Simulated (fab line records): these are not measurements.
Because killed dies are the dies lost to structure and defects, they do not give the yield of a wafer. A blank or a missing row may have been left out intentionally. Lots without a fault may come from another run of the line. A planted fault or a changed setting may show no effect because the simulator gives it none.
A struck lot beside a sound one || flow n5 finfet || 29 out of 1938 route steps
Sound: wafers L495.1, L495.5, L495.6. Struck: wafer L513.6 (left out: L513.2, a lot-mate that was not struck); the cause follows at the end.
At each step with rows: each side's tool, then ch and its chambers, then its first start. Under that, the readings that differ: sound wafers || struck wafers || difference of the means || sigmas: that difference in standard deviations of wafers without a fault.
alike: readings with means less than 2 such deviations apart, plus words and numbers identical on both sides. not compared: withheld readings, readings lacking a value on some wafer, bounds such as >300 that could conceal the same value, and numbers that have no deviation in the record and whose values overlap.
A row with sigmas, a row that says differs or no value, or rows on one side alone: a step with any of these is where the two part. Numbers that don't overlap but have no deviation are shown without sigmas and don't part them. Lack of a reading on every wafer of one side parts them only where that side has two or more wafers.

first, 9 steps without rows for these wafers: N5_BEOL_M15_COAT_22 (resist thk 800 nm); N5_BEOL_M15_EBR_24; N5_BEOL_M15_SOFTBAKE_23 (time 60 s); N5_BEOL_M15_EXPOSE_25 (exposes mask M15, target cd 400 nm); N5_BEOL_M15_PEB_26 (peb time 90 s); N5_BEOL_M15_DEVELOP_27 (develop time 45 s); N5_BEOL_M15_HARDBAKE_32 (time 120 s); N5_BEOL_M15_DESCUM_33 (chemistry O2, time 7.9 s); N5_BEOL_M15_ETCH_61 (etches BARC in N2/H2, target depth 89 nm, overetch 26.7 nm, time 67.9 s).
N5_BEOL_M15_TRENCH_ETCH_34: etches SiO2 in C4F8/O2/Ar, target depth 872.93 nm, time 199 s.
  sound on rie diel-03 ch 0,2,3, day 14 06:07; struck on rie diel-03 ch 3, day 18 06:55
{"reading": "model.etch.depth nm (nm)", "sound": "870.2 872 864.9", "struck": 655.1, "difference": -213.9, "sigmas": ""}
{"reading": "model.coat_of_BEOL_M15_COAT_22.thk nm (nm)", "sound": "544.8 544.4 547.4", "struck": 591.4, "difference": "+45.9", "sigmas": ""}
  alike: chamber pressure mTorr, drypump motor current A, mfc ar sccm, oes product au, rf vpp V, showerhead plenum p Torr, throttle valve pct
  not compared: rf hours counter h
then, 13 steps without rows for these wafers: N5_BEOL_M15_STRIP_36 (strips in O2); N5_BEOL_M15_STRIP_62 (strips in O2); N5_BEOL_M15_STRIP_37 (strips in O2); N5_BEOL_M15_ETCH_38 (etches SiCN in CF4/N2, target depth 106.4 nm, time 120.5 s); N5_BEOL_M15_PRECLEAN_39 (cleans in residue remover, time 60 s); N5_BEOL_M15_SRD_40 (time 30 s, dry time 30 s); N5_BEOL_M15_DEGAS_41 (time 60 s); N5_BEOL_M15_PRE_CLEAN_42 (time 30 s); N5_BEOL_M15_SPUTTER_43 (material TaN, target thk 15 nm, time 24.19 s); N5_BEOL_M15_SPUTTER_44 (material Ta, target thk 15 nm, time 24.19 s); N5_BEOL_M15_SPUTTER_45 (material Cu, target thk 100 nm, time 16.67 s); N5_BEOL_M15_ECD_47 (material Cu, target thk 1860 nm); N5_BEOL_M15_ANNEAL_48 (time 90 s).
N5_BEOL_M15_CMP_49: polishes, stops on SiO2, t overpolish 4.9 s, target thk 850 nm.
  sound on cmp-03 ch 0,1, day 14 08:08; struck on cmp-02 ch 0, day 18 12:19
{"reading": "model.Cu_of_BEOL_M15_ECD_47.thk nm (nm)", "sound": "847.2 850 843", "struck": 631.2, "difference": -215.5, "sigmas": ""}
  alike: motor current A
N5_BEOL_M15_THK_MEAS_50: measures by xrf.
  sound on film metro-01, day 14 08:26; struck on film metro-02, day 18 12:37
{"reading": "M15_THK (nm)", "sound": "849 853 846", "struck": 639, "difference": -210, "sigmas": -19}
then, 2 steps without rows for these wafers: N5_BEOL_M15_PRE_CLEAN_52 (time 15 s); N5_BEOL_M15_DEP_53 (deposits SiCN from 3MS/NH3, target thk 50 nm, time 17.8 s).
N5_BEOL_M15_RS_MEAS_54: a four-point-probe measurement.
  sound on film metro-01, day 14 08:34; struck on film metro-02, day 18 12:44
{"reading": "M15_RS (ohm/sq)", "sound": "0.02163 0.02158 0.02172", "struck": 0.02917, "difference": "+0.00753", "sigmas": "+29"}
N5_PASSIVATION_PROBE_49:
  sound on prober-02, day 15 01:22; struck on prober-01, day 19 03:52
  alike: defect limited yield, killed_at_M0_to_M3, killed_at_M4_up, killed at contacts, killed at front end, killed at other, killed dies, killed on rim, killed open, killed short, sort_bin_5_function, sort_bin_6_memory, sort n pass
  not compared: sort_bin_8_speed

## WHERE THEY PART
First at N5_BEOL_M15_THK_MEAS_50; last, within this record, at N5_BEOL_M15_RS_MEAS_54. Later steps at which nothing parts them and some readings are alike: N5_PASSIVATION_PROBE_49.

WHY: what had been put in by the simulator
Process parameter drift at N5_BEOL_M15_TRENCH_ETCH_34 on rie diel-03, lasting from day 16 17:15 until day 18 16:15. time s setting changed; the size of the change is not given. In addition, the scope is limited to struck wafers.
